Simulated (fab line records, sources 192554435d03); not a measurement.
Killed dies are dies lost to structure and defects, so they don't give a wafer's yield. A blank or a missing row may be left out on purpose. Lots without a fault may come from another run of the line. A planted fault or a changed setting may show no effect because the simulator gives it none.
Split-lot experiment | flow n5_finfet | 7 lots, 21 wafers read, on a route of 1938 steps

THE SPLIT
At N5_PASSIVATION_PECVD_55 (deposits SiO2 from SiH4/N2O, target thk 400 nm, time 22.5 s), the setting time_s was moved away from the recipe's 22.5 s on 8 of the 21 wafers read, by -10.0% to +4.4%. The other wafers ran this setting at the recipe's value.

The reading is taken at the split's own step.

THE READING
SiO2_of_PASSIVATION_PECVD_55.thk_nm (the simulator's own value, which no gauge read), in nm, at N5_PASSIVATION_PECVD_55 (deposits SiO2 from SiH4/N2O, target thk 400 nm, time 22.5 s). The file gives no usual value for it. The 13 wafers here that ran the recipe average 400.8 nm, standard deviation 4.3 nm.

wafer  | tool, chamber at the split | time_s as run, s | against the recipe | SiO2_of_PASSIVATION_PECVD_55.thk_nm, nm | against lot-mates on the recipe
L075.1 | pecvd-03, 1                | 20.34            | -9.6%              | 353                                     | -46.0
L075.2 | pecvd-03, 0                | 22.5             | recipe             | 399                                     | -
L075.4 | pecvd-03, 0                | 20.34            | -9.6%              | 365                                     | -34.0
L078.2 | pecvd-03, 0                | 22.5             | recipe             | 397.8                                   | -
L078.5 | pecvd-03, 1                | 23.42            | +4.1%              | 414.4                                   | +16.6
L078.6 | pecvd-03, 2                | 23.42            | +4.1%              | 422.6                                   | +24.8
L080.2 | pecvd-03, 2                | 22.5             | recipe             | 401.4                                   | -
L080.3 | pecvd-03, 0                | 22.5             | recipe             | 400.2                                   | -
L080.5 | pecvd-03, 2                | 22.5             | recipe             | 409.2                                   | -
L079.1 | pecvd-02, 0                | 20.24            | -10.0%             | 353.8                                   | -50.0
L079.3 | pecvd-02, 2                | 22.5             | recipe             | 403.8                                   | -
L079.4 | pecvd-02, 2                | 20.24            | -10.0%             | 362.8                                   | -41.0
L082.3 | pecvd-02, 2                | 22.5             | recipe             | 401                                     | -
L082.4 | pecvd-02, 0                | 22.5             | recipe             | 404.6                                   | -
L082.5 | pecvd-02, 0                | 22.5             | recipe             | 406.8                                   | -
L088.1 | pecvd-04, 0                | 23.48            | +4.4%              | 404.8                                   | +5.8
L088.5 | pecvd-04, 1                | 22.5             | recipe             | 399                                     | -
L088.6 | pecvd-04, 0                | 23.48            | +4.4%              | 413                                     | +14.0
L089.1 | pecvd-04, 1                | 22.5             | recipe             | 393                                     | -
L089.4 | pecvd-04, 1                | 22.5             | recipe             | 398                                     | -
L089.6 | pecvd-04, 0                | 22.5             | recipe             | 396.2                                   | -

THE FIT
A straight line over all 21 wafers: SiO2_of_PASSIVATION_PECVD_55.thk_nm changes by +4.03 nm for each +1% of time_s; r = +0.96; the points scatter about the line by 5.6 nm.
The same after taking each lot's own level away (the mean of its wafers on the recipe; 21 wafers): +4.2 nm for each +1%; r = +0.97; scatter 4.8 nm.
On that fit, the largest move of time_s shifts the reading by 42 nm.
The lots' own levels span 395.73 to 404.13 nm, that is 2.0 times the standard deviation above.
So the lot-to-lot level changes the slope little: the two slopes agree.
Check: with one of the wafers moved furthest among these (-10.0%) left out of the fit, the line predicts -40.8 nm for it against its lot-mates. It came out at -50 nm against them.

THE WHOLE CHAIN: every reading that the file lists as answering this split, in the file's order
step                       | what it does                                                | reading                                                                              | change (the file's fit)              | r (the file's)
N5_PASSIVATION_PECVD_55    | deposits SiO2 from SiH4/N2O, target thk 400 nm, time 22.5 s | SiO2_of_PASSIVATION_PECVD_55.thk_nm (the simulator's own value, which no gauge read) | +4.24 nm for each +1% of the setting | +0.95
N5_PASSIVATION_VIA_ETCH_13 | etches SiO2 in CHF3/O2, target depth 660 nm, time 330 s     | etch_rf_on_time_s                                                                    | withheld for each +1% of the setting | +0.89

THE FILE'S OWN FIT
SiO2_of_PASSIVATION_PECVD_55.thk_nm changes by +4.24 nm for each +1% of time_s, r = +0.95.
